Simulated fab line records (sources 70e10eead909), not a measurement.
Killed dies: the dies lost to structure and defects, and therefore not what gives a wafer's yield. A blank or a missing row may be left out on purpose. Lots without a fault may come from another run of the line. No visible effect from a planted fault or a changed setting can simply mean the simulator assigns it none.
fab line records :: flow nand-harc
record:
  lots: 12
  wafers: 36
  last-day: 33
route steps=1302 shown THIN_TSV@1250 END@1302
lots untouched by any fault: they come from a run of this same line in which no faults occurred
start-h: the number of hours between the record's first day and the start of the first shown wafer of the lot :: wait-h: hours from the lot's prior step to this one :: " identical to the entry in the row above :: L1.1+2: several wafers, shown together as one row :: - either no value or no given start :: * or withheld: withheld :: < > ~ a bound
route shown NAME@n: NAME is a module with steps in the file, n the number in the route of the first one :: usual: the fault-free wafers' mean and standard deviation :: same: alike in all rows :: chamber/n: place in a boat :: sites: per-site readings :: _std_site: the values' standard deviation :: _edge_site: outer sites' mean less inner sites' :: radius-mm: for every site, how far away it sits from the centre of the wafer :: mask NAME#n: copy n :: behind: the most recent tool/chamber to have shaped the wafer :: hold: reason for holding the lot/hours on hold/outcome of the hold :: device: which transistor (n, p or np) failed to switch :: end of line: the tests these same wafers got at the end of their route :: where a step has no rows: the recipe by itself :: killed: dies that structure and defects cost at the first sort, which is not the same as the wafer's yield :: map: the dies of a wafer, with x for killed, . for not killed, _ for no die there
set.NAME: the setting the step ran with; set.NAME@STEP: the setting that earlier step ran with :: model.NAME: the simulator's own value behind a step, which no gauge read
the route's steps for a sample of lots (tables are steps, rows are wafers)
services: a tool's chamber out of use, with start hour (start-h, from the record's first day; less than 0 if before it), hours out, and reason
== steps ==
step: NHARC_THIN_TSV_DEP_43
recipe:
  target-thk-a: 13285
  temp-c: withheld
  pressure-torr: 6.5
  rf-w: 900
  teos-flow-sccm: 161.4
  flow-sccm: 2650
  target-thk-nm: 1328.5
  gas: O2
  material: SiO2
usual:
  throttle-valve-pct: 16.1/0.65
lot.wafer: L305.1
tool: pecvd-02
chamber: 2
start-h: 551.47
wait-h: -
throttle-valve-pct: 16.0

lot.wafer: L305.3
tool: pecvd-02
chamber: 0
start-h: 551.47
wait-h: -
throttle-valve-pct: 17.3

lot.wafer: L305.4
tool: pecvd-02
chamber: 1
start-h: 551.47
wait-h: -
throttle-valve-pct: 16.1

lot.wafer: L307.2
tool: pecvd-04
chamber: 0
start-h: 559.34
wait-h: -
throttle-valve-pct: 16.2

lot.wafer: L307.3
tool: pecvd-04
chamber: 1
start-h: 559.34
wait-h: -
throttle-valve-pct: 16.4

lot.wafer: L307.1
tool: pecvd-04
chamber: 2
start-h: 559.34
wait-h: -
throttle-valve-pct: 16.3

lot.wafer: L306.3
tool: pecvd-03
chamber: 2
start-h: 560.63
wait-h: -
throttle-valve-pct: 15.0

lot.wafer: L306.4
tool: pecvd-03
chamber: 2
start-h: 560.63
wait-h: -
throttle-valve-pct: 14.5

lot.wafer: L306.6
tool: pecvd-03
chamber: 0
start-h: 560.63
wait-h: -
throttle-valve-pct: 16.0

lot.wafer: L308.2
tool: pecvd-04
chamber: 0
start-h: 569.08
wait-h: -
throttle-valve-pct: 16.4

lot.wafer: L308.1
tool: pecvd-04
chamber: 2
start-h: 569.08
wait-h: -
throttle-valve-pct: 15.9

lot.wafer: L308.5
tool: pecvd-04
chamber: 0
start-h: 569.08
wait-h: -
throttle-valve-pct: 16.3

lot.wafer: L310.2
tool: pecvd-03
chamber: 2
start-h: 580.68
wait-h: -
throttle-valve-pct: 14.6

lot.wafer: L310.3
tool: pecvd-03
chamber: 0
start-h: 580.68
wait-h: -
throttle-valve-pct: 16.2

lot.wafer: L310.5
tool: pecvd-03
chamber: 2
start-h: 580.68
wait-h: -
throttle-valve-pct: 14.6

lot.wafer: L309.3
tool: pecvd-04
chamber: 0
start-h: 594.00
wait-h: -
throttle-valve-pct: 16.4

lot.wafer: L309.2
tool: pecvd-04
chamber: 1
start-h: 594.00
wait-h: -
throttle-valve-pct: 16.6

lot.wafer: L309.6
tool: pecvd-04
chamber: 1
start-h: 594.00
wait-h: -
throttle-valve-pct: 16.6

lot.wafer: L311.3
tool: pecvd-03
chamber: 0
start-h: 601.94
wait-h: -
throttle-valve-pct: 16.0

lot.wafer: L311.1
tool: pecvd-03
chamber: 1
start-h: 601.94
wait-h: -
throttle-valve-pct: 15.4

lot.wafer: L311.6
tool: pecvd-03
chamber: 2
start-h: 601.94
wait-h: -
throttle-valve-pct: 14.9

lot.wafer: L313.1
tool: pecvd-03
chamber: 0
start-h: 658.53
wait-h: -
throttle-valve-pct: 16.2

lot.wafer: L313.4
tool: pecvd-03
chamber: 2
start-h: 658.53
wait-h: -
throttle-valve-pct: 14.8

lot.wafer: L313.5
tool: pecvd-03
chamber: 1
start-h: 658.53
wait-h: -
throttle-valve-pct: 15.6

lot.wafer: L320.2
tool: pecvd-04
chamber: 0
start-h: 692.23
wait-h: -
throttle-valve-pct: 17.1

lot.wafer: L320.5
tool: pecvd-04
chamber: 1
start-h: 692.23
wait-h: -
throttle-valve-pct: 15.7

lot.wafer: L320.6
tool: pecvd-04
chamber: 2
start-h: 692.23
wait-h: -
throttle-valve-pct: 15.8

lot.wafer: L325.1
tool: pecvd-02
chamber: 2
start-h: 756.58
wait-h: -
throttle-valve-pct: 16.3

lot.wafer: L325.3
tool: pecvd-02
chamber: 0
start-h: 756.58
wait-h: -
throttle-valve-pct: 16.9

lot.wafer: L325.2
tool: pecvd-02
chamber: 1
start-h: 756.58
wait-h: -
throttle-valve-pct: 16.0

lot.wafer: L324.2
tool: pecvd-04
chamber: 2
start-h: 773.86
wait-h: -
throttle-valve-pct: 15.9

lot.wafer: L324.3
tool: pecvd-04
chamber: 0
start-h: 773.86
wait-h: -
throttle-valve-pct: 17.1

lot.wafer: L324.1
tool: pecvd-04
chamber: 1
start-h: 773.86
wait-h: -
throttle-valve-pct: 15.6

lot.wafer: L328.1
tool: pecvd-03
chamber: 1
start-h: 775.10
wait-h: -
throttle-valve-pct: 16.1

lot.wafer: L328.6
tool: pecvd-03
chamber: 1
start-h: 775.10
wait-h: -
throttle-valve-pct: 16.1

lot.wafer: L328.5
tool: pecvd-03
chamber: 2
start-h: 775.10
wait-h: -
throttle-valve-pct: 14.8
step: NHARC_THIN_TSV_DEGAS_49
recipe:
  temp-c: 300
  time-s: 120
usual:
  heater-power-w: 486/55
lot.wafer: L305.3
tool: pvd-sputter-03
chamber: -
start-h: 555.06
wait-h: 0.1
heater-power-w: 479

lot.wafer: L305.4
tool: pvd-sputter-03
chamber: -
start-h: 555.06
wait-h: 0.1
heater-power-w: 405

lot.wafer: L305.1
tool: pvd-sputter-03
chamber: -
start-h: 555.06
wait-h: 0.1
heater-power-w: 415

lot.wafer: L307.3
tool: pvd-sputter-01
chamber: -
start-h: 562.94
wait-h: 0.1
heater-power-w: 497

lot.wafer: L307.2
tool: pvd-sputter-01
chamber: -
start-h: 562.94
wait-h: 0.1
heater-power-w: 550

lot.wafer: L307.1
tool: pvd-sputter-01
chamber: -
start-h: 562.94
wait-h: 0.1
heater-power-w: 539

lot.wafer: L306.4
tool: pvd-sputter-03
chamber: -
start-h: 564.23
wait-h: 0.1
heater-power-w: 403

lot.wafer: L306.3
tool: pvd-sputter-03
chamber: -
start-h: 564.23
wait-h: 0.1
heater-power-w: 478

lot.wafer: L306.6
tool: pvd-sputter-03
chamber: -
start-h: 564.23
wait-h: 0.1
heater-power-w: 416

lot.wafer: L308.1
tool: pvd-sputter-03
chamber: -
start-h: 572.72
wait-h: 0.2
heater-power-w: 392

lot.wafer: L308.2
tool: pvd-sputter-03
chamber: -
start-h: 572.72
wait-h: 0.2
heater-power-w: 486

lot.wafer: L308.5
tool: pvd-sputter-03
chamber: -
start-h: 572.72
wait-h: 0.2
heater-power-w: 392

lot.wafer: L310.2
tool: pvd-sputter-03
chamber: -
start-h: 584.49
wait-h: 0.2
heater-power-w: 415

lot.wafer: L310.3
tool: pvd-sputter-03
chamber: -
start-h: 584.49
wait-h: 0.2
heater-power-w: 481

lot.wafer: L310.5
tool: pvd-sputter-03
chamber: -
start-h: 584.49
wait-h: 0.2
heater-power-w: 422

lot.wafer: L309.3
tool: pvd-sputter-01
chamber: -
start-h: 597.73
wait-h: 0.1
heater-power-w: 491

lot.wafer: L309.2
tool: pvd-sputter-01
chamber: -
start-h: 597.73
wait-h: 0.1
heater-power-w: 547

lot.wafer: L309.6
tool: pvd-sputter-01
chamber: -
start-h: 597.73
wait-h: 0.1
heater-power-w: 552

lot.wafer: L311.3
tool: pvd-sputter-01
chamber: -
start-h: 605.47
wait-h: 0.1
heater-power-w: 572

lot.wafer: L311.1
tool: pvd-sputter-01
chamber: -
start-h: 605.47
wait-h: 0.1
heater-power-w: 484

lot.wafer: L311.6
tool: pvd-sputter-01
chamber: -
start-h: 605.47
wait-h: 0.1
heater-power-w: 485

lot.wafer: L313.4
tool: pvd-sputter-01
chamber: -
start-h: 662.10
wait-h: 0.1
heater-power-w: 573

lot.wafer: L313.1
tool: pvd-sputter-01
chamber: -
start-h: 662.10
wait-h: 0.1
heater-power-w: 476

lot.wafer: L313.5
tool: pvd-sputter-01
chamber: -
start-h: 662.10
wait-h: 0.1
heater-power-w: 558

lot.wafer: L320.2
tool: pvd-sputter-01
chamber: -
start-h: 695.69
wait-h: 0.1
heater-power-w: 541

lot.wafer: L320.6
tool: pvd-sputter-01
chamber: -
start-h: 695.69
wait-h: 0.1
heater-power-w: 477

lot.wafer: L320.5
tool: pvd-sputter-01
chamber: -
start-h: 695.69
wait-h: 0.1
heater-power-w: 494

lot.wafer: L325.1
tool: pvd-sputter-01
chamber: -
start-h: 760.37
wait-h: 0.1
heater-power-w: 554

lot.wafer: L325.2
tool: pvd-sputter-01
chamber: -
start-h: 760.37
wait-h: 0.1
heater-power-w: 563

lot.wafer: L325.3
tool: pvd-sputter-01
chamber: -
start-h: 760.37
wait-h: 0.1
heater-power-w: 479

lot.wafer: L324.1
tool: pvd-sputter-01
chamber: -
start-h: 777.70
wait-h: 0.1
heater-power-w: 493

lot.wafer: L324.2
tool: pvd-sputter-01
chamber: -
start-h: 777.70
wait-h: 0.1
heater-power-w: 546

lot.wafer: L324.3
tool: pvd-sputter-01
chamber: -
start-h: 777.70
wait-h: 0.1
heater-power-w: 459

lot.wafer: L328.1
tool: pvd-sputter-02
chamber: -
start-h: 778.67
wait-h: 0.1
heater-power-w: 466

lot.wafer: L328.5
tool: pvd-sputter-02
chamber: -
start-h: 778.67
wait-h: 0.1
heater-power-w: 456

lot.wafer: L328.6
tool: pvd-sputter-02
chamber: -
start-h: 778.67
wait-h: 0.1
heater-power-w: 566
step: NHARC_THIN_TSV_ANNEAL_52
recipe:
  temp-c: 225
  time-s: 90
usual:
  wafer_temp_C_max: 226.2/0.47
lot.wafer: L305.1
tool: rtp-anneal-02
chamber: 0
start-h: 556.24
wait-h: 0.5
wafer_temp_C_max: 225.8

lot.wafer: L305.3
tool: rtp-anneal-02
chamber: 0
start-h: 556.24
wait-h: 0.5
wafer_temp_C_max: 225.8

lot.wafer: L305.4
tool: rtp-anneal-02
chamber: 0
start-h: 556.24
wait-h: 0.5
wafer_temp_C_max: 226.1

lot.wafer: L307.1
tool: rtp-anneal-02
chamber: 0
start-h: 564.13
wait-h: 0.6
wafer_temp_C_max: 226.1

lot.wafer: L307.2
tool: rtp-anneal-02
chamber: 0
start-h: 564.13
wait-h: 0.6
wafer_temp_C_max: 225.7

lot.wafer: L307.3
tool: rtp-anneal-02
chamber: 0
start-h: 564.13
wait-h: 0.6
wafer_temp_C_max: 225.5

lot.wafer: L306.3
tool: rtp-anneal-02
chamber: 0
start-h: 565.53
wait-h: 0.5
wafer_temp_C_max: 225.8

lot.wafer: L306.4
tool: rtp-anneal-02
chamber: 0
start-h: 565.53
wait-h: 0.5
wafer_temp_C_max: 225.9

lot.wafer: L306.6
tool: rtp-anneal-02
chamber: 0
start-h: 565.53
wait-h: 0.5
wafer_temp_C_max: 225.4

lot.wafer: L308.1
tool: rtp-anneal-01
chamber: 0
start-h: 573.91
wait-h: 0.6
wafer_temp_C_max: 226.5

lot.wafer: L308.2
tool: rtp-anneal-01
chamber: 0
start-h: 573.91
wait-h: 0.6
wafer_temp_C_max: 226.7

lot.wafer: L308.5
tool: rtp-anneal-01
chamber: 0
start-h: 573.91
wait-h: 0.6
wafer_temp_C_max: 227.1

lot.wafer: L310.2
tool: rtp-anneal-02
chamber: 0
start-h: 585.73
wait-h: 0.7
wafer_temp_C_max: 226.1

lot.wafer: L310.3
tool: rtp-anneal-02
chamber: 0
start-h: 585.73
wait-h: 0.7
wafer_temp_C_max: 226.1

lot.wafer: L310.5
tool: rtp-anneal-02
chamber: 0
start-h: 585.73
wait-h: 0.7
wafer_temp_C_max: 225.9

lot.wafer: L309.2
tool: rtp-anneal-01
chamber: 0
start-h: 598.95
wait-h: 0.7
wafer_temp_C_max: 226.2

lot.wafer: L309.3
tool: rtp-anneal-01
chamber: 0
start-h: 598.95
wait-h: 0.7
wafer_temp_C_max: 227.1

lot.wafer: L309.6
tool: rtp-anneal-01
chamber: 0
start-h: 598.95
wait-h: 0.7
wafer_temp_C_max: 226.7

lot.wafer: L311.1
tool: rtp-anneal-01
chamber: 0
start-h: 606.65
wait-h: 0.5
wafer_temp_C_max: 226.9

lot.wafer: L311.3
tool: rtp-anneal-01
chamber: 0
start-h: 606.65
wait-h: 0.5
wafer_temp_C_max: 227.1

lot.wafer: L311.6
tool: rtp-anneal-01
chamber: 0
start-h: 606.65
wait-h: 0.5
wafer_temp_C_max: 226.6

lot.wafer: L313.1
tool: rtp-anneal-01
chamber: 0
start-h: 663.29
wait-h: 0.5
wafer_temp_C_max: 226.7

lot.wafer: L313.4
tool: rtp-anneal-01
chamber: 0
start-h: 663.29
wait-h: 0.5
wafer_temp_C_max: 226.5

lot.wafer: L313.5
tool: rtp-anneal-01
chamber: 0
start-h: 663.29
wait-h: 0.5
wafer_temp_C_max: 226.8

lot.wafer: L320.2
tool: rtp-anneal-01
chamber: 0
start-h: 696.90
wait-h: 0.6
wafer_temp_C_max: 227.0

lot.wafer: L320.5
tool: rtp-anneal-01
chamber: 0
start-h: 696.90
wait-h: 0.6
wafer_temp_C_max: 226.4

lot.wafer: L320.6
tool: rtp-anneal-01
chamber: 0
start-h: 696.90
wait-h: 0.6
wafer_temp_C_max: 226.7

lot.wafer: L325.1
tool: rtp-anneal-01
chamber: 0
start-h: 761.55
wait-h: 0.5
wafer_temp_C_max: 227.3

lot.wafer: L325.2
tool: rtp-anneal-01
chamber: 0
start-h: 761.55
wait-h: 0.5
wafer_temp_C_max: 227.3

lot.wafer: L325.3
tool: rtp-anneal-01
chamber: 0
start-h: 761.55
wait-h: 0.5
wafer_temp_C_max: 227.4

lot.wafer: L324.1
tool: rtp-anneal-01
chamber: 0
start-h: 779.03
wait-h: 0.6
wafer_temp_C_max: 225.9

lot.wafer: L324.2
tool: rtp-anneal-01
chamber: 0
start-h: 779.03
wait-h: 0.6
wafer_temp_C_max: 226.2

lot.wafer: L324.3
tool: rtp-anneal-01
chamber: 0
start-h: 779.03
wait-h: 0.6
wafer_temp_C_max: 226.4

lot.wafer: L328.1
tool: rtp-anneal-02
chamber: 0
start-h: 779.86
wait-h: 0.7
wafer_temp_C_max: 226.3

lot.wafer: L328.5
tool: rtp-anneal-02
chamber: 0
start-h: 779.86
wait-h: 0.7
wafer_temp_C_max: 225.9

lot.wafer: L328.6
tool: rtp-anneal-02
chamber: 0
start-h: 779.86
wait-h: 0.7
wafer_temp_C_max: 225.9
step: NHARC_THIN_TSV_ETCH_36
recipe:
  target-depth-a: 650
  over-etch-frac: 0.3
  time-s: 18.571
  ion-energy-ev: 150
  chemistry: Cl2/BCl3
usual:
  drypump-motor-current-A: 5.97/0.26
  oes-product-au: 1.001/0.0076
  over-etch-frac: 0.3/0
lot.wafer: L305.1
tool: rie-metal-01
chamber: 0
start-h: 558.59
wait-h: 0.2
drypump-motor-current-A: 5.71
oes-product-au: 0.996
over-etch-frac: 0.3
rf-hours-counter-h: 2.2

lot.wafer: L305.3
tool: rie-metal-01
chamber: 0
start-h: 558.59
wait-h: 0.2
drypump-motor-current-A: 5.73
oes-product-au: 1.000
over-etch-frac: 0.3
rf-hours-counter-h: -

lot.wafer: L305.4
tool: rie-metal-01
chamber: 1
start-h: 558.59
wait-h: 0.2
drypump-motor-current-A: 5.47
oes-product-au: 1.007
over-etch-frac: 0.3
rf-hours-counter-h: -

lot.wafer: L307.2
tool: rie-metal-03
chamber: 1
start-h: 566.61
wait-h: 0.2
drypump-motor-current-A: 5.81
oes-product-au: 1.005
over-etch-frac: 0.3
rf-hours-counter-h: 0.2

lot.wafer: L307.1
tool: rie-metal-03
chamber: 0
start-h: 566.61
wait-h: 0.2
drypump-motor-current-A: 6.27
oes-product-au: 1.002
over-etch-frac: 0.3
rf-hours-counter-h: 0.2

lot.wafer: L307.3
tool: rie-metal-03
chamber: 1
start-h: 566.61
wait-h: 0.2
drypump-motor-current-A: 5.79
oes-product-au: 1.002
over-etch-frac: 0.3
rf-hours-counter-h: -

lot.wafer: L306.4
tool: rie-metal-01
chamber: 0
start-h: 567.92
wait-h: 0.2
drypump-motor-current-A: 5.73
oes-product-au: 1.002
over-etch-frac: 0.3
rf-hours-counter-h: -

lot.wafer: L306.3
tool: rie-metal-01
chamber: 1
start-h: 567.92
wait-h: 0.2
drypump-motor-current-A: 5.46
oes-product-au: 1.008
over-etch-frac: 0.3
rf-hours-counter-h: -

lot.wafer: L306.6
tool: rie-metal-01
chamber: 1
start-h: 567.92
wait-h: 0.2
drypump-motor-current-A: 5.47
oes-product-au: 1.011
over-etch-frac: 0.3
rf-hours-counter-h: -

lot.wafer: L308.1
tool: rie-metal-03
chamber: 0
start-h: 576.41
wait-h: 0.2
drypump-motor-current-A: 6.28
oes-product-au: 1.000
over-etch-frac: 0.3
rf-hours-counter-h: 0.7

lot.wafer: L308.2
tool: rie-metal-03
chamber: 1
start-h: 576.41
wait-h: 0.2
drypump-motor-current-A: 5.82
oes-product-au: 1.002
over-etch-frac: 0.3
rf-hours-counter-h: 0.7

lot.wafer: L308.5
tool: rie-metal-03
chamber: 0
start-h: 576.41
wait-h: 0.2
drypump-motor-current-A: 6.28
oes-product-au: 1.009
over-etch-frac: 0.3
rf-hours-counter-h: -

lot.wafer: L310.2
tool: rie-metal-02
chamber: 0
start-h: 588.05
wait-h: 0.2
drypump-motor-current-A: 6.19
oes-product-au: 1.006
over-etch-frac: 0.3
rf-hours-counter-h: 2.7

lot.wafer: L310.3
tool: rie-metal-02
chamber: 1
start-h: 588.05
wait-h: 0.2
drypump-motor-current-A: 6.04
oes-product-au: 1.011
over-etch-frac: 0.3
rf-hours-counter-h: -

lot.wafer: L310.5
tool: rie-metal-02
chamber: 0
start-h: 588.05
wait-h: 0.2
drypump-motor-current-A: 6.18
oes-product-au: 1.005
over-etch-frac: 0.3
rf-hours-counter-h: -

lot.wafer: L309.2
tool: rie-metal-02
chamber: 1
start-h: 601.27
wait-h: 0.2
drypump-motor-current-A: 6.06
oes-product-au: 1.004
over-etch-frac: 0.3
rf-hours-counter-h: 2.8

lot.wafer: L309.3
tool: rie-metal-02
chamber: 0
start-h: 601.27
wait-h: 0.2
drypump-motor-current-A: 6.19
oes-product-au: 1.001
over-etch-frac: 0.3
rf-hours-counter-h: -

lot.wafer: L309.6
tool: rie-metal-02
chamber: 1
start-h: 601.27
wait-h: 0.2
drypump-motor-current-A: 6.03
oes-product-au: 1.000
over-etch-frac: 0.3
rf-hours-counter-h: -

lot.wafer: L311.1
tool: rie-metal-02
chamber: 0
start-h: 609.02
wait-h: 0.2
drypump-motor-current-A: 6.17
oes-product-au: 1.010
over-etch-frac: 0.3
rf-hours-counter-h: 3.1

lot.wafer: L311.3
tool: rie-metal-02
chamber: 1
start-h: 609.02
wait-h: 0.2
drypump-motor-current-A: 6.05
oes-product-au: 1.005
over-etch-frac: 0.3
rf-hours-counter-h: -

lot.wafer: L311.6
tool: rie-metal-02
chamber: 1
start-h: 609.02
wait-h: 0.2
drypump-motor-current-A: 6.05
oes-product-au: 1.000
over-etch-frac: 0.3
rf-hours-counter-h: -

lot.wafer: L313.1
tool: rie-metal-03
chamber: 0
start-h: 665.84
wait-h: 0.2
drypump-motor-current-A: 6.26
oes-product-au: 1.009
over-etch-frac: 0.3
rf-hours-counter-h: 1.9

lot.wafer: L313.4
tool: rie-metal-03
chamber: 1
start-h: 665.84
wait-h: 0.2
drypump-motor-current-A: 5.85
oes-product-au: 1.011
over-etch-frac: 0.3
rf-hours-counter-h: -

lot.wafer: L313.5
tool: rie-metal-03
chamber: 0
start-h: 665.84
wait-h: 0.2
drypump-motor-current-A: 6.26
oes-product-au: 1.014
over-etch-frac: 0.3
rf-hours-counter-h: -

lot.wafer: L320.2
tool: rie-metal-02
chamber: 1
start-h: 699.35
wait-h: 0.2
drypump-motor-current-A: 6.06
oes-product-au: 1.003
over-etch-frac: 0.3
rf-hours-counter-h: 1.6

lot.wafer: L320.5
tool: rie-metal-02
chamber: 0
start-h: 699.35
wait-h: 0.2
drypump-motor-current-A: 6.18
oes-product-au: 1.000
over-etch-frac: 0.53499
rf-hours-counter-h: -

lot.wafer: L320.6
tool: rie-metal-02
chamber: 1
start-h: 699.35
wait-h: 0.2
drypump-motor-current-A: 6.06
oes-product-au: 0.997
over-etch-frac: 0.3
rf-hours-counter-h: -

lot.wafer: L325.1
tool: rie-metal-01
chamber: 0
start-h: 764.11
wait-h: 0.2
drypump-motor-current-A: 5.73
oes-product-au: 1.020
over-etch-frac: 0.3
rf-hours-counter-h: 0.4

lot.wafer: L325.2
tool: rie-metal-01
chamber: 1
start-h: 764.11
wait-h: 0.2
drypump-motor-current-A: 5.49
oes-product-au: 0.996
over-etch-frac: 0.3
rf-hours-counter-h: 0.4

lot.wafer: L325.3
tool: rie-metal-01
chamber: 0
start-h: 764.11
wait-h: 0.2
drypump-motor-current-A: 5.73
oes-product-au: 1.009
over-etch-frac: 0.3
rf-hours-counter-h: -

lot.wafer: L324.2
tool: rie-metal-02
chamber: 1
start-h: 781.54
wait-h: 0.2
drypump-motor-current-A: 6.06
oes-product-au: 1.009
over-etch-frac: 0.3
rf-hours-counter-h: 2.8

lot.wafer: L324.1
tool: rie-metal-02
chamber: 0
start-h: 781.54
wait-h: 0.2
drypump-motor-current-A: 6.19
oes-product-au: 0.999
over-etch-frac: 0.3
rf-hours-counter-h: 2.8

lot.wafer: L324.3
tool: rie-metal-02
chamber: 0
start-h: 781.54
wait-h: 0.2
drypump-motor-current-A: 6.21
oes-product-au: 0.996
over-etch-frac: 0.3
rf-hours-counter-h: -

lot.wafer: L328.1
tool: rie-metal-03
chamber: 0
start-h: 782.26
wait-h: 0.2
drypump-motor-current-A: 6.27
oes-product-au: 0.998
over-etch-frac: 0.3
rf-hours-counter-h: 1.5

lot.wafer: L328.5
tool: rie-metal-03
chamber: 1
start-h: 782.26
wait-h: 0.2
drypump-motor-current-A: 5.81
oes-product-au: 0.998
over-etch-frac: 0.3
rf-hours-counter-h: -

lot.wafer: L328.6
tool: rie-metal-03
chamber: 0
start-h: 782.26
wait-h: 0.2
drypump-motor-current-A: 6.30
oes-product-au: 1.001
over-etch-frac: 0.3
rf-hours-counter-h: -
step: NHARC_END_SORT_01
recipe:
  temp-c: 25
usual:
  defect-limited-yield: 92.0/2.6
  killed-at-array: 50/17
  killed-at-other: 0.7/1
  killed-at-periphery: 3.4/2.4
  killed-dies: 54/17
  killed-open: 3.3/1.7
  killed-short: 2.5/1.6
  sort_bin_2_pct: 2.8/1.1
  sort_bin_3_pct: 0.5/0.33
  sort_bin_4_pct: 4.6/1.5
  sort-n-pass: 623/17
  sort-rim-yield-pct: 92/3.8
  sort-yield-pct: 92.0/2.6
same:
  gross-dies: 677
  sort_bin_5_pct[%]: 0
  sort_bin_6_pct[%]: 0
  sort_bin_7_pct[%]: 0
  sort_bin_8_pct[%]: 0
  sort-rim-n-gross: 106.00
lot.wafer: L308.1
tool: prober-01
chamber: 0
start-h: 586.11
wait-h: 2.5
defect-limited-yield[%]: 96.8
killed-at-array: 19
killed-at-other: 1
killed-at-periphery: 2
killed-dies: 22
killed-open: 1
killed-short: 4
sort_bin_2_pct[%]: 1.5
sort_bin_3_pct[%]: 0.1
sort_bin_4_pct[%]: 1.6
sort-n-pass: 655
sort-rim-yield-pct[%]: 99
sort-yield-pct[%]: 96.8

lot.wafer: L308.2
tool: prober-01
chamber: 0
start-h: 586.92
wait-h: 2.8
defect-limited-yield[%]: 96.6
killed-at-array: 22
killed-at-other: 0
killed-at-periphery: 1
killed-dies: 23
killed-open: 2
killed-short: 1
sort_bin_2_pct[%]: 0.9
sort_bin_3_pct[%]: 0.1
sort_bin_4_pct[%]: 2.4
sort-n-pass: 654
sort-rim-yield-pct[%]: 95
sort-yield-pct[%]: 96.6

lot.wafer: L308.5
tool: prober-01
chamber: 0
start-h: 589.37
wait-h: 3.8
defect-limited-yield[%]: 96.8
killed-at-array: 17
killed-at-other: 1
killed-at-periphery: 4
killed-dies: 22
killed-open: 3
killed-short: 3
sort_bin_2_pct[%]: 1.3
sort_bin_3_pct[%]: 0.4
sort_bin_4_pct[%]: 1.5
sort-n-pass: 655
sort-rim-yield-pct[%]: 96
sort-yield-pct[%]: 96.8
killed by level:class
L308.1 A_STAIRCASE:chamber-film-flake=5 A_CHANNEL_HOLE_D1:chamber-film-flake=3 A_CHANNEL_HOLE_D2:chamber-film-flake=3 A_DECK1_JOINT:geometric-particle:short=2 A_DECK1_JOINT:chamber-film-flake=2 A_CONTACT:chamber-film-flake=2 P_M0:geometric-particle:short=1 P_M2:geometric-particle:open=1
L308.2 A_CHANNEL_HOLE_D2:chamber-film-flake=4 A_CONTACT:chamber-film-flake=4 A_CHANNEL_HOLE_D1:chamber-film-flake=3 A_STAIRCASE:chamber-film-flake=3 A_WL_FILL:chamber-film-flake=2 A_CHANNEL_HOLE_D1:geometric-particle:open=1 A_BLC:geometric-particle:open=1 A_M1:geometric-particle:short=1
L308.5 A_CHANNEL_HOLE_D2:chamber-film-flake=5 A_DECK1_JOINT:chamber-film-flake=2 A_STAIRCASE:chamber-film-flake=2 A_WL_FILL:chamber-film-flake=2 P_M0:geometric-particle:open=1 P_M0:geometric-particle:short=1 A_CHANNEL_FILL_D2:geometric-particle:short=1 A_CHANNEL_FILL_D2:geometric-particle:open=1
== services ==
tool: rie-metal-01
chamber: -
start-h: 529.80
hours: 2.5
kind: repair

tool: pecvd-03
chamber: -
start-h: 538.54
hours: 1.7
kind: repair

tool: pecvd-03
chamber: -
start-h: 547.63
hours: 13.0
kind: pm

tool: pecvd-03
chamber: 1
start-h: 547.63
hours: 13.0
kind: vent-cycle

tool: rie-metal-01
chamber: -
start-h: 575.00
hours: 9.0
kind: pm

tool: pvd-sputter-01
chamber: -
start-h: 586.00
hours: 10.0
kind: pm

tool: pecvd-02
chamber: -
start-h: 589.00
hours: 13.0
kind: pm

tool: pecvd-04
chamber: 2
start-h: 618.31
hours: 4.9
kind: repair

tool: rie-metal-02
chamber: -
start-h: 631.00
hours: 9.0
kind: pm

tool: pecvd-04
chamber: -
start-h: 631.02
hours: 13.0
kind: pm

tool: rie-metal-01
chamber: -
start-h: 634.68
hours: 0.8
kind: repair

tool: pvd-sputter-02
chamber: -
start-h: 638.00
hours: 10.0
kind: pm

tool: pvd-sputter-01
chamber: -
start-h: 671.57
hours: 7.4
kind: repair

tool: pecvd-03
chamber: -
start-h: 681.43
hours: 1.3
kind: repair

tool: pvd-sputter-02
chamber: -
start-h: 682.77
hours: 3.9
kind: repair

tool: rie-metal-03
chamber: -
start-h: 696.16
hours: 9.0
kind: pm

tool: pvd-sputter-03
chamber: -
start-h: 704.02
hours: 10.0
kind: pm

tool: rie-metal-03
chamber: -
start-h: 718.12
hours: 0.5
kind: repair

tool: pecvd-03
chamber: -
start-h: 728.63
hours: 13.0
kind: pm

tool: rtp-anneal-02
chamber: -
start-h: 744.00
hours: 12.0
kind: pm

tool: rie-metal-01
chamber: -
start-h: 752.00
hours: 9.0
kind: pm

tool: pvd-sputter-01
chamber: -
start-h: 764.00
hours: 10.0
kind: pm

tool: pecvd-03
chamber: -
start-h: 765.56
hours: 3.0
kind: repair

tool: pecvd-02
chamber: -
start-h: 770.13
hours: 13.0
kind: pm
== key ==
first-sign:
  step: NHARC_THIN_TSV_ETCH_36
  reading: over-etch-frac
  direction: up
  sigmas: 99+
  usual: 0.3
  struck: 0.53499
effect none on later readings
met-at NHARC_THIN_TSV_ETCH_36
struck-lots L320
struck-wafers L320.5
not-acting-at NHARC_THIN_TSV_DEP_43,NHARC_THIN_TSV_DEGAS_49,NHARC_THIN_TSV_ANNEAL_52
onset-between 609.02 699.35
fault:
  kind: process-parameter-drift
  tool: rie-metal-02
  chamber: 0
  onset-h: 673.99
  steps: NHARC_THIN_TSV_ETCH_36
  channel: over-etch-frac
  offset: 0.23499
  shape: step
  end-h: 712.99
  stated: 0.3
